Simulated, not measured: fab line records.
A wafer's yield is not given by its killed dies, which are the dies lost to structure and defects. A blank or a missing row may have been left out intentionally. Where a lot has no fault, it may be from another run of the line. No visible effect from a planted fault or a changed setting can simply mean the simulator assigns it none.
Chamber matching    flow n5_finfet    N5_BEOL_M2_DEP_57 on pecvd-03 has 3 sister chambers
The step deposits SiCN from 3MS/NH3, target thk 8 nm, time 14 s. 6 wafers are shown with their chamber, then 11 later ones without.

## EACH WAFER AND ITS CHAMBER
wafer   chamber  throttle_valve_pct (%)  showerhead_plenum_p_Torr (Torr)
L088.1  0        8.5                     3.667
L088.2  1        9.0                     3.672
L088.4  1        8.8                     3.670
L088.5  0        8.6                     3.667
L088.6  2        8.7                     3.674
L087.1  2        8.4                     3.667

## WAFERS WITHOUT THEIR CHAMBER
wafer   throttle_valve_pct (%)  showerhead_plenum_p_Torr (Torr)
L087.3  8.8                     3.665
L087.6  8.9                     3.653
L092.3  8.5                     3.652
L092.4  8.7                     3.672
L092.6  8.5                     3.662
L093.1  8.3                     3.679
L093.2  8.7                     3.672
L093.4  8.6                     3.679
L095.2  8.5                     3.658
L095.3  8.7                     3.665
L095.4  8.9                     3.667

## EACH ONE'S CHAMBER
wafer   from the rows above           in truth
L087.3  can't be placed: 0 or 1 or 2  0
L087.6  can't be placed: 0 or 1 or 2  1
L092.3  can't be placed: 0 or 2 or 1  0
L092.4  can't be placed: 2 or 1 or 0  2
L092.6  can't be placed: 0 or 2       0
L093.1  can't be placed: 2 or 0 or 1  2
L093.2  can't be placed: 2 or 1 or 0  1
L093.4  can't be placed: 2 or 1 or 0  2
L095.2  can't be placed: 0 or 2       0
L095.3  can't be placed: 0 or 2 or 1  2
L095.4  can't be placed: 1 or 0 or 2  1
Correctly placed: 0 of 11. Unplaceable from these rows: 11, with the true chamber sitting among the candidates in 11. Wrongly placed: 0.
How it was worked out, from the rows above alone: a wafer's distance from a chamber is the root of the sum, over the readings, of the square of ((its reading less the chamber's mean) divided by the reading's scatter). If the next closest chamber is less than 2 further off than the closest, the wafer can't be placed; otherwise it belongs to the closest. The mean given for a chamber averages the wafers shown for that chamber. The scatter: take each reading less its chamber's mean, square it, sum over the shown wafers, divide by the number of wafers less the number of chambers, and take the root.
